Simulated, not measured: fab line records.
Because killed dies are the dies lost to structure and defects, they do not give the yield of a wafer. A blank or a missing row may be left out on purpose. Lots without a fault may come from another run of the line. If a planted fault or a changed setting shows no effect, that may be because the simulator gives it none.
Split-lot experiment ; flow n5_finfet ; 7 lots, 21 wafers read, on a route of 1938 steps

== ON THE SPLIT ==
At N5_BEOL_M5_ETCH_72 (etches underlayer in N2/H2, target depth 6.5 nm, time 5.2 s), the setting bias_w was moved away from the recipe's 150 W on 7 of the 21 wafers read, by -14.3% to +14.4%. All remaining wafers had this setting at the recipe value.

The reading comes from the split's own step.

== THE READING ==
rf_vpp_V, in V, at N5_BEOL_M5_ETCH_72 (etches underlayer in N2/H2, target depth 6.5 nm, time 5.2 s). On this fab line, fault-free wafers typically give 523.8 V with a standard deviation of 2.4 V.

wafer;tool, chamber at the split;bias_w as run, W;against the recipe;rf_vpp_V, V;against lot-mates on the recipe
L074.1;rie_diel-01, 2;150;recipe;527.8;-
L074.2;rie_diel-01, 0;159.9;+6.6%;547.1;+20.4
L074.6;rie_diel-01, 0;150;recipe;525.6;-
L078.2;rie_diel-03, 0;150;recipe;524.9;-
L078.3;rie_diel-03, 1;142.9;-4.7%;506.4;-18.5
L078.4;rie_diel-03, 3;142.9;-4.7%;505.4;-19.5
L080.1;rie_diel-06, 0;150;recipe;525.5;-
L080.3;rie_diel-06, 2;150;recipe;526.2;-
L080.4;rie_diel-06, 3;150;recipe;524.1;-
L081.2;rie_diel-03, 3;150;recipe;523.9;-
L081.4;rie_diel-03, 2;150;recipe;524.1;-
L081.5;rie_diel-03, 0;150;recipe;524.0;-
L089.1;rie_diel-06, 1;150;recipe;523.9;-
L089.2;rie_diel-06, 0;171.6;+14.4%;573.3;+49.4
L089.3;rie_diel-06, 2;171.6;+14.4%;572.1;+48.2
L091.2;rie_diel-06, 2;150;recipe;526.4;-
L091.4;rie_diel-06, 1;150;recipe;527.6;-
L091.5;rie_diel-06, 3;150;recipe;523.0;-
L093.1;rie_diel-03, 3;128.6;-14.3%;472.6;-46.9
L093.2;rie_diel-03, 0;128.6;-14.3%;476.4;-43.1
L093.4;rie_diel-03, 1;150;recipe;519.5;-

THE FIT
A straight line over all 21 wafers: rf_vpp_V changes by +3.45 V for each +1% of bias_w; r = +1.00; the points scatter about the line by 2.1 V.
The same after taking each lot's own level away (the mean of its wafers on the recipe; 21 wafers): +3.3 V for each +1%; r = +1.00; scatter 1.8 V.
That fit puts the effect of the largest move of bias_w on the reading at 48 V.
From 519.50 to 526.70 V: that is the span of the lots' own levels, equal to 3.0 times the standard deviation above.
The two slopes are in agreement: the lot-to-lot level therefore moves the slope only a little.
Check: +46.7 V against its lot-mates is what the line predicts for one of the wafers moved furthest among these (+14.4%) when that wafer is left out of the fit. It came out at +49.4 V against them.
Tool readings at the split's step, against how far the setting was moved: rf_vpp_V r = +1.00.

== THE OTHER SPLITS THESE WAFERS WENT THROUGH ==
Other splits were also applied to these wafers ahead of the reading. Each is held against what the fit with the lots' levels taken away leaves over:
other split on the same wafers;wafers away from the commonest value;r with rf_vpp_V (lot level and that fit taken away)
N5_BEOL_M1_COAT_68 spin_rpm;6;-0.19
N5_BEOL_M2_COAT_76 spin_rpm;5;+0.12
N5_BEOL_M2_DESCUM_33 time_s;6;+0.01
N5_BEOL_M3_PECVD_72 time_s;9;+0.11
N5_BEOL_M4_PECVD_72 time_s;6;+0.37
N5_BEOL_M5_HM_DEP_02 target_thk_a;9;+0.16
N5_BEOL_M5_COAT_05 spin_rpm;4;-0.37

== FILE'S OWN FIT ==
rf_vpp_V changes by +3.29 V for each +1% of bias_w, r = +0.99.
